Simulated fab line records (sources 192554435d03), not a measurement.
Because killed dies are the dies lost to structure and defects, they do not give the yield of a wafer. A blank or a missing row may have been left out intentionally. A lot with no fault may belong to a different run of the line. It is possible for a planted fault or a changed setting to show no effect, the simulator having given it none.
Lot-split experiment ; flow n5_finfet ; 21 wafers read across 7 lots, on a route 1938 steps long

ABOUT THE SPLIT
At N5_BEOL_M4_COAT_61 (time 60 s, resist thk 60 nm), the setting spin_rpm was moved away from the recipe's 1500 rpm on 6 of the 21 wafers read, by -6.7% to +7.7%. For the rest of the wafers, this setting stayed at what the recipe calls for.

FROM THE SPLIT TO THE READING: what the file shows between them, 4 steps
- N5_BEOL_M4_COAT_62: time 60 s, resist thk 12 nm
- N5_BEOL_M4_COAT_73: time 60 s, resist thk 5 nm
- N5_BEOL_M4_ETCH_74: etches underlayer in N2/H2, target depth 6.5 nm, time 5.2 s
- N5_BEOL_M4_ETCH_63: etches SiARC in CF4, target depth 15.6 nm, time 26 s

THE READING
etch.depth_nm (the simulator's own value, which no gauge read), in nm, at N5_BEOL_M4_ETCH_64 (etches SOC in N2/H2, target depth 75 nm, overetch 22.5 nm, time 121.9 s). There is no usual value for it anywhere in the file. Across the 15 wafers here that went through the recipe, the average is 60.10 nm and the standard deviation 0.2 nm.

wafer;tool, chamber at the split;spin_rpm as run, rpm;against the recipe;etch.depth_nm, nm;against lot-mates on the recipe
L076.1;litho_track-02, 0;1500;recipe;60.02;-
L076.3;litho_track-02, 0;1448;-3.5%;61.11;+0.95
L076.5;litho_track-02, 0;1500;recipe;60.29;-
L080.1;litho_track-03, 0;1399;-6.7%;62.05;+2.01
L080.3;litho_track-03, 0;1500;recipe;60.04;-
L080.6;litho_track-03, 0;1399;-6.7%;62.21;+2.17
L081.3;litho_track-05, 0;1500;recipe;59.77;-
L081.4;litho_track-05, 0;1596;+6.4%;57.82;-1.95
L081.6;litho_track-05, 0;1596;+6.4%;57.9;-1.87
L083.2;litho_track-03, 0;1500;recipe;60.23;-
L083.4;litho_track-03, 0;1500;recipe;60.52;-
L083.5;litho_track-03, 0;1500;recipe;60.37;-
L095.1;litho_track-03, 0;1500;recipe;60.04;-
L095.3;litho_track-03, 0;1500;recipe;60.11;-
L095.4;litho_track-03, 0;1500;recipe;60.06;-
L096.2;litho_track-02, 0;1500;recipe;59.99;-
L096.4;litho_track-02, 0;1615;+7.7%;57.82;-2.31
L096.6;litho_track-02, 0;1500;recipe;60.27;-
L097.1;litho_track-05, 0;1500;recipe;59.83;-
L097.3;litho_track-05, 0;1500;recipe;59.87;-
L097.6;litho_track-05, 0;1500;recipe;60.02;-

FIT RESULTS
A straight line over all 21 wafers: etch.depth_nm changes by -0.316 nm for each +1% of spin_rpm; r = -0.99; the points scatter about the line by 0.2 nm.
The same after taking each lot's own level away (the mean of its wafers on the recipe; 21 wafers): -0.303 nm for each +1%; r = -1.00; scatter 0.095 nm.
Per that fit: largest spin_rpm move, reading shift of 2.3 nm.
From 59.770 to 60.373 nm: that is the span of the lots' own levels, equal to 3.0 times the standard deviation above.
Hence the lot-to-lot level has little effect on the slope; both slopes agree.
Check: -2.32 nm against its lot-mates is what the line predicts for one of the wafers moved furthest among these (+7.7%) when that wafer is left out of the fit. It came out at -2.31 nm against them.

FURTHER SPLITS ON THESE WAFERS
Note: prior to the reading, these wafers also went through further splits. Each is held against what the fit with the lots' levels taken away leaves over:
other split on the same wafers;wafers away from the commonest value;r with etch.depth_nm (lot level and that fit taken away)
N5_BEOL_M3_TRENCH_ETCH_37 time_s;5;+0.39
N5_BEOL_M4_ILD_DEP_00 time_s;10;+0.40

THE WHOLE CHAIN: every reading that the file lists as answering this split, in the file's order
step;what it does;reading;change (the file's fit);r (the file's)
N5_BEOL_M4_COAT_61;time 60 s, resist thk 60 nm;SOC_of_BEOL_M4_COAT_61.thk_nm (the simulator's own value, which no gauge read);-0.304 nm for each +1% of the setting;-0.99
N5_BEOL_M4_ETCH_64;etches SOC in N2/H2, target depth 75 nm, overetch 22.5 nm, time 121.9 s;etch.depth_nm (the simulator's own value, which no gauge read);-0.301 nm for each +1% of the setting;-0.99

THE FILE'S OWN FIT
etch.depth_nm changes by -0.301 nm for each +1% of spin_rpm, r = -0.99.
